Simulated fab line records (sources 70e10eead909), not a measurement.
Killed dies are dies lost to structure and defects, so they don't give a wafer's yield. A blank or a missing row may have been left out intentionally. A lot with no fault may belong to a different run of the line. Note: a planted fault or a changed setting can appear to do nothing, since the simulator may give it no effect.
fab line records / flow nand_harc
record: lots: 7 wafers: 21 last_day: 31
route steps=1302 shown P_GATE@118
lots with no fault: from the same line, run without faults
start_h: hours from the record's opening day to when the first of the lot's shown wafers began / wait_h: hours elapsed since this lot's preceding step / " unchanged from the row above / L1.1+2: a row that stands for several wafers / - no value, or no start given / * or withheld: withheld / < > ~ a bound
route shown NAME@n: names a module that has steps shown in the file, with the first one's number in the route / usual: the fault-free wafers' mean and standard deviation / same: alike in all rows / chamber/n: place in a boat / sites: per-site readings / _std_site: the standard deviation of these / _edge_site: inner sites' mean taken away from outer sites' mean / radius_mm: how far each site lies from the wafer's centre / mask NAME#n: copy n / behind: the most recent tool/chamber to have shaped the wafer / hold: what put the lot on hold/how long, in hours/how the hold closed / device: whichever transistor did not switch (one of n, p or np) / end of line: tests run on the same wafers once the route is complete / a step given without rows: its recipe and nothing more / killed: at the first sort, the dies lost to defects and structure; wafer yield is something else / map: a wafer's dies, marking killed ones x, the rest . and places with no die _
set.NAME: setting as actually run; set.NAME@STEP: the setting as run at that earlier step / model.NAME: the simulator's own value behind a step, which no gauge read
a table for each step, a row for each wafer; lots at some steps of the route
services: from which hour (start_h, from the record's first day; less than 0 if before it) a tool's chamber was out of use, for how many hours, and why
== steps ==
step: NHARC_P_GATE_EBR_07
step: NHARC_P_GATE_EXPOSE_08
recipe: na: 0.6 dose_mj: 16.75 mask_id: P_HV
step: NHARC_P_GATE_PEB_09
recipe: peb_temp_c: 118 peb_time_s: 85
step: NHARC_P_GATE_DEVELOP_10
recipe: time_s: 70
step: NHARC_P_GATE_CD_MEAS_11
recipe: target_cd_nm: 1640 landing_energy_ev: 500
usual: cd_nm: 1640.5/2
lot.wafer=L352.3 tool=cd_sem-01 chamber=0 start_h=78.67 wait_h=- cd_nm=1644.1
lot.wafer=L352.5 tool=cd_sem-01 chamber=0 start_h=78.67 wait_h=- cd_nm=1639.2
lot.wafer=L352.6 tool=cd_sem-01 chamber=0 start_h=78.67 wait_h=- cd_nm=1641.8
lot.wafer=L353.2 tool=cd_sem-03 chamber=0 start_h=94.91 wait_h=- cd_nm=1642.0
lot.wafer=L353.5 tool=cd_sem-03 chamber=0 start_h=94.91 wait_h=- cd_nm=1638.9
lot.wafer=L353.6 tool=cd_sem-03 chamber=0 start_h=94.91 wait_h=- cd_nm=1637.5
lot.wafer=L354.1 tool=cd_sem-03 chamber=0 start_h=102.36 wait_h=- cd_nm=1642.9
lot.wafer=L354.5 tool=cd_sem-03 chamber=0 start_h=102.36 wait_h=- cd_nm=1638.4
lot.wafer=L354.6 tool=cd_sem-03 chamber=0 start_h=102.36 wait_h=- cd_nm=1640.9
lot.wafer=L359.1 tool=cd_sem-02 chamber=0 start_h=153.37 wait_h=- cd_nm=1640.6
lot.wafer=L359.2 tool=cd_sem-02 chamber=0 start_h=153.37 wait_h=- cd_nm=1641.4
lot.wafer=L359.6 tool=cd_sem-02 chamber=0 start_h=153.37 wait_h=- cd_nm=1640.9
lot.wafer=L366.1 tool=cd_sem-03 chamber=0 start_h=230.24 wait_h=- cd_nm=1643.7
lot.wafer=L366.2 tool=cd_sem-03 chamber=0 start_h=230.24 wait_h=- cd_nm=1642.9
lot.wafer=L366.5 tool=cd_sem-03 chamber=0 start_h=230.24 wait_h=- cd_nm=1640.1
lot.wafer=L368.4 tool=cd_sem-02 chamber=0 start_h=245.45 wait_h=- cd_nm=1638.8
lot.wafer=L368.5 tool=cd_sem-02 chamber=0 start_h=245.45 wait_h=- cd_nm=1641.4
lot.wafer=L368.6 tool=cd_sem-02 chamber=0 start_h=245.45 wait_h=- cd_nm=1637.6
lot.wafer=L371.1 tool=cd_sem-03 chamber=0 start_h=275.22 wait_h=- cd_nm=1640.2
lot.wafer=L371.4 tool=cd_sem-03 chamber=0 start_h=275.22 wait_h=- cd_nm=1639.1
lot.wafer=L371.6 tool=cd_sem-03 chamber=0 start_h=275.22 wait_h=- cd_nm=1642.5
step: NHARC_P_GATE_HARDBAKE_12
recipe: temp_c: 125 time_s: 80
step: NHARC_P_GATE_DESCUM_13
recipe: time_s: 3 o2_flow_sccm: 200 ar_flow_sccm: 0 bias_power_w: 0 chemistry: O2
usual: drypump_motor_current_A: 5.8/0.4 oes_product_au: 1.007/0.012 rf_vpp_V: 57.8/0.9 showerhead_plenum_p_Torr: 1.90/0.081 throttle_valve_pct: 11.311/0.0089
lot.wafer=L352.3 tool=rie_diel-06 chamber=1 start_h=78.87 wait_h=- drypump_motor_current_A=6.1 oes_product_au=1.011 rf_hours_counter_h=4.9 rf_vpp_V=58.4 showerhead_plenum_p_Torr=1.79 throttle_valve_pct=11.298
lot.wafer=L352.5 tool=rie_diel-06 chamber=2 start_h=78.87 wait_h=- drypump_motor_current_A=6.1 oes_product_au=1.013 rf_hours_counter_h=- rf_vpp_V=57.7 showerhead_plenum_p_Torr=2.00 throttle_valve_pct=11.324
lot.wafer=L352.6 tool=rie_diel-06 chamber=3 start_h=78.87 wait_h=- drypump_motor_current_A=5.5 oes_product_au=1.018 rf_hours_counter_h=- rf_vpp_V=55.6 showerhead_plenum_p_Torr=1.89 throttle_valve_pct=11.305
lot.wafer=L353.2 tool=rie_diel-08 chamber=2 start_h=95.10 wait_h=- drypump_motor_current_A=5.8 oes_product_au=1.023 rf_hours_counter_h=3.7 rf_vpp_V=58.5 showerhead_plenum_p_Torr=1.95 throttle_valve_pct=11.316
lot.wafer=L353.6 tool=rie_diel-08 chamber=3 start_h=95.10 wait_h=- drypump_motor_current_A=5.4 oes_product_au=1.015 rf_hours_counter_h=- rf_vpp_V=56.9 showerhead_plenum_p_Torr=1.86 throttle_valve_pct=11.320
lot.wafer=L353.5 tool=rie_diel-08 chamber=0 start_h=95.10 wait_h=- drypump_motor_current_A=5.1 oes_product_au=0.997 rf_hours_counter_h=- rf_vpp_V=59.1 showerhead_plenum_p_Torr=1.97 throttle_valve_pct=11.307
lot.wafer=L354.1 tool=rie_diel-08 chamber=1 start_h=102.53 wait_h=- drypump_motor_current_A=5.4 oes_product_au=1.001 rf_hours_counter_h=2.6 rf_vpp_V=58.4 showerhead_plenum_p_Torr=1.84 throttle_valve_pct=11.315
lot.wafer=L354.5 tool=rie_diel-08 chamber=0 start_h=102.53 wait_h=- drypump_motor_current_A=5.2 oes_product_au=1.011 rf_hours_counter_h=- rf_vpp_V=58.9 showerhead_plenum_p_Torr=1.97 throttle_valve_pct=11.301
lot.wafer=L354.6 tool=rie_diel-08 chamber=1 start_h=102.53 wait_h=- drypump_motor_current_A=5.4 oes_product_au=0.993 rf_hours_counter_h=- rf_vpp_V=57.9 showerhead_plenum_p_Torr=1.84 throttle_valve_pct=11.315
lot.wafer=L359.2 tool=rie_diel-08 chamber=2 start_h=153.55 wait_h=- drypump_motor_current_A=5.8 oes_product_au=1.015 rf_hours_counter_h=6.2 rf_vpp_V=57.8 showerhead_plenum_p_Torr=1.95 throttle_valve_pct=11.308
lot.wafer=L359.1 tool=rie_diel-08 chamber=3 start_h=153.55 wait_h=- drypump_motor_current_A=5.5 oes_product_au=0.998 rf_hours_counter_h=6.2 rf_vpp_V=56.8 showerhead_plenum_p_Torr=1.86 throttle_valve_pct=11.308
lot.wafer=L359.6 tool=rie_diel-08 chamber=1 start_h=153.55 wait_h=- drypump_motor_current_A=5.4 oes_product_au=0.994 rf_hours_counter_h=- rf_vpp_V=57.2 showerhead_plenum_p_Torr=1.84 throttle_valve_pct=11.312
lot.wafer=L366.1 tool=rie_diel-06 chamber=1 start_h=230.40 wait_h=- drypump_motor_current_A=6.2 oes_product_au=1.017 rf_hours_counter_h=4.1 rf_vpp_V=58.4 showerhead_plenum_p_Torr=1.78 throttle_valve_pct=11.310
lot.wafer=L366.2 tool=rie_diel-06 chamber=3 start_h=230.40 wait_h=- drypump_motor_current_A=5.6 oes_product_au=1.008 rf_hours_counter_h=5.6 rf_vpp_V=58.7 showerhead_plenum_p_Torr=1.89 throttle_valve_pct=11.316
lot.wafer=L366.5 tool=rie_diel-06 chamber=2 start_h=230.40 wait_h=- drypump_motor_current_A=6.0 oes_product_au=1.004 rf_hours_counter_h=- rf_vpp_V=57.2 showerhead_plenum_p_Torr=1.99 throttle_valve_pct=11.301
lot.wafer=L368.4 tool=rie_diel-08 chamber=1 start_h=245.61 wait_h=- drypump_motor_current_A=5.4 oes_product_au=1.014 rf_hours_counter_h=2.3 rf_vpp_V=59.0 showerhead_plenum_p_Torr=1.84 throttle_valve_pct=11.294
lot.wafer=L368.5 tool=rie_diel-08 chamber=0 start_h=245.61 wait_h=- drypump_motor_current_A=5.1 oes_product_au=1.009 rf_hours_counter_h=- rf_vpp_V=58.4 showerhead_plenum_p_Torr=1.97 throttle_valve_pct=11.319
lot.wafer=L368.6 tool=rie_diel-08 chamber=1 start_h=245.61 wait_h=- drypump_motor_current_A=5.4 oes_product_au=1.023 rf_hours_counter_h=- rf_vpp_V=57.5 showerhead_plenum_p_Torr=1.84 throttle_valve_pct=11.316
lot.wafer=L371.4 tool=rie_diel-06 chamber=2 start_h=275.39 wait_h=- drypump_motor_current_A=6.1 oes_product_au=1.006 rf_hours_counter_h=6.1 rf_vpp_V=59.2 showerhead_plenum_p_Torr=1.99 throttle_valve_pct=11.307
lot.wafer=L371.1 tool=rie_diel-06 chamber=0 start_h=275.39 wait_h=- drypump_motor_current_A=6.5 oes_product_au=1.015 rf_hours_counter_h=5.3 rf_vpp_V=58.4 showerhead_plenum_p_Torr=2.06 throttle_valve_pct=11.313
lot.wafer=L371.6 tool=rie_diel-06 chamber=2 start_h=275.39 wait_h=- drypump_motor_current_A=6.0 oes_product_au=1.008 rf_hours_counter_h=- rf_vpp_V=57.7 showerhead_plenum_p_Torr=1.99 throttle_valve_pct=11.316
step: NHARC_P_GATE_ETCH_14
recipe: target_depth_a: 488 chemistry: dHF material: SiO2
step: NHARC_P_GATE_STRIP_15
recipe: time_s: 780 temp_c: 130 chemistry: SPM
step: NHARC_P_GATE_PRECLEAN_71
recipe: time_s: * temp_c: 50 bath_age_min: 0 chemistry: SC1
step: NHARC_P_GATE_SRD_72
step: NHARC_P_GATE_OXIDE_16
recipe: target_thk_a: 30 temp_c: 875 ox_time_s: 392 material: SiO2
step: NHARC_P_GATE_CVD_17
recipe: target_thk_a: 1500 temp_c: 620 time_s: 900 material: poly-Si
usual: spike_tc_upper_C: 619.7/1.2
lot.wafer=L352.3 tool=lpcvd_poly-04 chamber=0 start_h=89.08 wait_h=3.1 spike_tc_upper_C=621.4
lot.wafer=L352.5 tool=lpcvd_poly-04 chamber=0 start_h=89.08 wait_h=3.1 spike_tc_upper_C=621.1
lot.wafer=L352.6 tool=lpcvd_poly-04 chamber=0 start_h=89.08 wait_h=3.1 spike_tc_upper_C=621.3
lot.wafer=L353.2 tool=lpcvd_poly-01 chamber=0 start_h=105.07 wait_h=2.6 spike_tc_upper_C=619.4
lot.wafer=L353.5 tool=lpcvd_poly-01 chamber=0 start_h=105.07 wait_h=2.6 spike_tc_upper_C=619.0
lot.wafer=L353.6 tool=lpcvd_poly-01 chamber=0 start_h=105.07 wait_h=2.6 spike_tc_upper_C=618.1
lot.wafer=L353.2 tool=lpcvd_poly-01 chamber=0 start_h=108.98 wait_h=1.7 spike_tc_upper_C=618.4
lot.wafer=L353.5 tool=lpcvd_poly-01 chamber=0 start_h=108.98 wait_h=1.7 spike_tc_upper_C=620.0
lot.wafer=L353.6 tool=lpcvd_poly-01 chamber=0 start_h=108.98 wait_h=1.7 spike_tc_upper_C=619.0
lot.wafer=L354.1 tool=lpcvd_poly-03 chamber=0 start_h=112.35 wait_h=2.7 spike_tc_upper_C=616.8
lot.wafer=L354.5 tool=lpcvd_poly-03 chamber=0 start_h=112.35 wait_h=2.7 spike_tc_upper_C=618.4
lot.wafer=L354.6 tool=lpcvd_poly-03 chamber=0 start_h=112.35 wait_h=2.7 spike_tc_upper_C=618.3
lot.wafer=L354.1 tool=lpcvd_poly-04 chamber=0 start_h=115.10 wait_h=0.5 spike_tc_upper_C=620.0
lot.wafer=L354.5 tool=lpcvd_poly-04 chamber=0 start_h=115.10 wait_h=0.5 spike_tc_upper_C=619.9
lot.wafer=L354.6 tool=lpcvd_poly-04 chamber=0 start_h=115.10 wait_h=0.5 spike_tc_upper_C=617.6
lot.wafer=L359.1 tool=lpcvd_poly-04 chamber=0 start_h=163.33 wait_h=2.5 spike_tc_upper_C=619.5
lot.wafer=L359.2 tool=lpcvd_poly-04 chamber=0 start_h=163.33 wait_h=2.5 spike_tc_upper_C=619.9
lot.wafer=L359.6 tool=lpcvd_poly-04 chamber=0 start_h=163.33 wait_h=2.5 spike_tc_upper_C=620.7
lot.wafer=L359.1 tool=lpcvd_poly-04 chamber=0 start_h=166.11 wait_h=0.5 spike_tc_upper_C=622.0
lot.wafer=L359.2 tool=lpcvd_poly-04 chamber=0 start_h=166.11 wait_h=0.5 spike_tc_upper_C=619.5
lot.wafer=L359.6 tool=lpcvd_poly-04 chamber=0 start_h=166.11 wait_h=0.5 spike_tc_upper_C=618.6
lot.wafer=L366.1 tool=lpcvd_poly-03 chamber=0 start_h=240.53 wait_h=2.7 spike_tc_upper_C=618.8
lot.wafer=L366.2 tool=lpcvd_poly-03 chamber=0 start_h=240.53 wait_h=2.7 spike_tc_upper_C=619.2
lot.wafer=L366.5 tool=lpcvd_poly-03 chamber=0 start_h=240.53 wait_h=2.7 spike_tc_upper_C=620.2
lot.wafer=L368.4 tool=lpcvd_poly-04 chamber=0 start_h=255.80 wait_h=2.5 spike_tc_upper_C=618.3
lot.wafer=L368.5 tool=lpcvd_poly-04 chamber=0 start_h=255.80 wait_h=2.5 spike_tc_upper_C=621.9
lot.wafer=L368.6 tool=lpcvd_poly-04 chamber=0 start_h=255.80 wait_h=2.5 spike_tc_upper_C=619.2
lot.wafer=L371.1 tool=lpcvd_poly-01 chamber=0 start_h=285.11 wait_h=2.6 spike_tc_upper_C=619.3
lot.wafer=L371.4 tool=lpcvd_poly-01 chamber=0 start_h=285.11 wait_h=2.6 spike_tc_upper_C=618.7
lot.wafer=L371.6 tool=lpcvd_poly-01 chamber=0 start_h=285.11 wait_h=2.6 spike_tc_upper_C=620.0
step: NHARC_P_GATE_HM_DEP_102
recipe: target_thk_a: 1200 temp_c: 400 material: aC
usual: susceptor_temp_C: 400.01/0.21 throttle_valve_pct: 34.999/0.0086
lot.wafer=L352.3 tool=acl_dep-01 chamber=0 start_h=94.57 wait_h=3.2 susceptor_temp_C=400.08 throttle_valve_pct=35.005
lot.wafer=L352.5 tool=acl_dep-01 chamber=0 start_h=94.57 wait_h=3.2 susceptor_temp_C=400.12 throttle_valve_pct=34.995
lot.wafer=L352.6 tool=acl_dep-01 chamber=0 start_h=94.57 wait_h=3.2 susceptor_temp_C=399.87 throttle_valve_pct=35.005
lot.wafer=L353.2 tool=acl_dep-01 chamber=0 start_h=112.03 wait_h=0.8 susceptor_temp_C=- throttle_valve_pct=34.990
lot.wafer=L353.5 tool=acl_dep-01 chamber=0 start_h=112.03 wait_h=0.8 susceptor_temp_C=- throttle_valve_pct=35.013
lot.wafer=L353.6 tool=acl_dep-01 chamber=0 start_h=112.03 wait_h=0.8 susceptor_temp_C=- throttle_valve_pct=35.007
lot.wafer=L354.1 tool=acl_dep-01 chamber=0 start_h=118.05 wait_h=0.7 susceptor_temp_C=- throttle_valve_pct=35.005
lot.wafer=L354.5 tool=acl_dep-01 chamber=0 start_h=118.05 wait_h=0.7 susceptor_temp_C=- throttle_valve_pct=35.001
lot.wafer=L354.6 tool=acl_dep-01 chamber=0 start_h=118.05 wait_h=0.7 susceptor_temp_C=- throttle_valve_pct=34.992
lot.wafer=L359.1 tool=acl_dep-03 chamber=0 start_h=169.74 wait_h=1.4 susceptor_temp_C=400.01 throttle_valve_pct=34.992
lot.wafer=L359.2 tool=acl_dep-03 chamber=0 start_h=169.74 wait_h=1.4 susceptor_temp_C=400.03 throttle_valve_pct=35.006
lot.wafer=L359.6 tool=acl_dep-03 chamber=0 start_h=169.74 wait_h=1.4 susceptor_temp_C=399.92 throttle_valve_pct=35.008
lot.wafer=L366.1 tool=acl_dep-03 chamber=0 start_h=243.23 wait_h=0.4 susceptor_temp_C=399.72 throttle_valve_pct=35.008
lot.wafer=L366.2 tool=acl_dep-03 chamber=0 start_h=243.23 wait_h=0.4 susceptor_temp_C=400.00 throttle_valve_pct=34.994
lot.wafer=L366.5 tool=acl_dep-03 chamber=0 start_h=243.23 wait_h=0.4 susceptor_temp_C=400.04 throttle_valve_pct=34.990
lot.wafer=L368.4 tool=acl_dep-02 chamber=0 start_h=260.39 wait_h=2.3 susceptor_temp_C=399.84 throttle_valve_pct=34.995
lot.wafer=L368.5 tool=acl_dep-02 chamber=0 start_h=260.39 wait_h=2.3 susceptor_temp_C=400.10 throttle_valve_pct=35.002
lot.wafer=L368.6 tool=acl_dep-02 chamber=0 start_h=260.39 wait_h=2.3 susceptor_temp_C=399.99 throttle_valve_pct=34.997
lot.wafer=L371.1 tool=acl_dep-03 chamber=0 start_h=287.74 wait_h=0.4 susceptor_temp_C=400.09 throttle_valve_pct=34.993
lot.wafer=L371.4 tool=acl_dep-03 chamber=0 start_h=287.74 wait_h=0.4 susceptor_temp_C=400.02 throttle_valve_pct=34.998
lot.wafer=L371.6 tool=acl_dep-03 chamber=0 start_h=287.74 wait_h=0.4 susceptor_temp_C=399.99 throttle_valve_pct=35.015
== services ==
tool=acl_dep-02 chamber=- start_h=64.48 hours=13.0 kind=pm
tool=acl_dep-01 chamber=- start_h=64.90 hours=3.5 kind=repair
tool=rie_diel-08 chamber=0 start_h=71.80 hours=- kind=clean
tool=rie_diel-08 chamber=1 start_h=71.80 hours=- kind=clean
tool=rie_diel-08 chamber=2 start_h=71.80 hours=- kind=clean
tool=rie_diel-08 chamber=3 start_h=71.80 hours=- kind=clean
tool=rie_diel-08 chamber=0 start_h=96.30 hours=- kind=clean
tool=rie_diel-08 chamber=1 start_h=96.30 hours=- kind=clean
tool=rie_diel-08 chamber=2 start_h=96.30 hours=- kind=clean
tool=rie_diel-08 chamber=3 start_h=96.30 hours=- kind=clean
tool=rie_diel-06 chamber=0 start_h=101.14 hours=32.2 kind=repair
tool=acl_dep-03 chamber=- start_h=119.61 hours=13.0 kind=pm
tool=rie_diel-08 chamber=0 start_h=120.80 hours=- kind=clean
tool=rie_diel-08 chamber=1 start_h=120.80 hours=- kind=clean
tool=rie_diel-06 chamber=2 start_h=129.34 hours=1.4 kind=repair
tool=rie_diel-06 chamber=- start_h=130.20 hours=9.0 kind=pm
tool=rie_diel-06 chamber=0 start_h=143.19 hours=13.9 kind=repair
tool=rie_diel-08 chamber=1 start_h=171.81 hours=2.3 kind=repair
tool=acl_dep-01 chamber=- start_h=190.75 hours=13.0 kind=pm
tool=rie_diel-08 chamber=- start_h=190.80 hours=9.0 kind=pm
tool=rie_diel-08 chamber=1 start_h=221.98 hours=10.4 kind=repair
tool=rie_diel-08 chamber=0 start_h=224.03 hours=3.3 kind=repair
tool=rie_diel-08 chamber=0 start_h=231.45 hours=4.5 kind=repair
tool=acl_dep-02 chamber=- start_h=247.07 hours=13.0 kind=pm
== key ==
first_sign: step: NHARC_P_GATE_CVD_17 reading: visit direction: added
effect none on later readings
met_at NHARC_P_GATE_CVD_17
struck_wafers L353.2,L353.5,L353.6,L354.1,L354.5,L354.6,L359.1,L359.2,L359.6
sort_left_out L353.2,L353.5,L353.6,L354.1,L354.5,L354.6,L359.1,L359.2,L359.6
tester_left_out L353,L354,L359
fault: kind: repeated_step_whole tool: lpcvd_poly-01,lpcvd_poly-03,lpcvd_poly-04 chamber: - onset_h: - steps: NHARC_P_GATE_CVD_17 times: 1 scope: struck_lots_only
tester_left_out: of these lots the tester's yield and bins aren't shown, on N5 and GAA mostly nor the transistor test; their killed dies are dies lost to structure and defects alone, not to doping, threshold or leakage, so they don't give the yield
sort_left_out: the simulated sort isn't trusted on such a fault, so these wafers' sort isn't shown, and their yield isn't known
